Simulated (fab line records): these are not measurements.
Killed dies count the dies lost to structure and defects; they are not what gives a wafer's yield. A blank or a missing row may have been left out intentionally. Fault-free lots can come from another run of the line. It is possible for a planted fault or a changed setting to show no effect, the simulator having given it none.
Chamber matching ; flow nand harc ; NHARC_A_CONTACT_ETCH_102 on rie diel-05 has 4 sister chambers
The step etches the open film in CF4/O2, target depth 100 nm, overetch 10 nm, time 55 s. 8 wafers are shown with their chamber, then 12 later ones without.

WAFERS WITH THEIR CHAMBER
wafer;chamber;drypump motor current A (A);showerhead plenum p Torr (Torr)
L085.2;1;6.6;1.41
L087.6;2;5.7;1.44
L090.1;3;5.8;1.35
L090.3;2;5.7;1.44
L090.5;0;5.5;1.41
L088.4;1;6.6;1.40
L088.5;0;5.4;1.41
L088.6;3;5.9;1.35

WAFERS WITHOUT THEIR CHAMBER
wafer;drypump motor current A (A);showerhead plenum p Torr (Torr)
L091.3;5.5;1.41
L091.4;5.7;1.44
L091.6;5.5;1.41
L092.1;5.7;1.44
L092.2;5.9;1.35
L092.3;6.6;1.40
L097.2;6.6;1.40
L097.3;5.7;1.43
L097.6;5.9;1.35
L096.1;5.7;1.43
L096.2;6.6;1.40
L096.6;5.7;1.43

WHICH CHAMBER EACH WENT THROUGH
wafer;from the rows above;in truth
L091.3;0;0
L091.4;2;2
L091.6;0;0
L092.1;2;2
L092.2;3;3
L092.3;1;1
L097.2;1;1
L097.3;2;2
L097.6;3;3
L096.1;2;2
L096.2;1;1
L096.6;2;2
Correctly placed: 12 of 12. Number that these rows cannot place: 0. Placed wrongly: 0.
How it was worked out, from the rows above alone: a wafer's distance from a chamber is the root of the sum, over the readings, of the square of ((its reading less the chamber's mean) divided by the reading's scatter). The wafer belongs to the nearest chamber; if the next one is less than 2 further off, it can't be placed. The mean given for a chamber averages the wafers shown for that chamber. The scatter: the root of (the sum of the squares of (reading less its chamber's mean) over the shown wafers, divided by (wafers less chambers)).
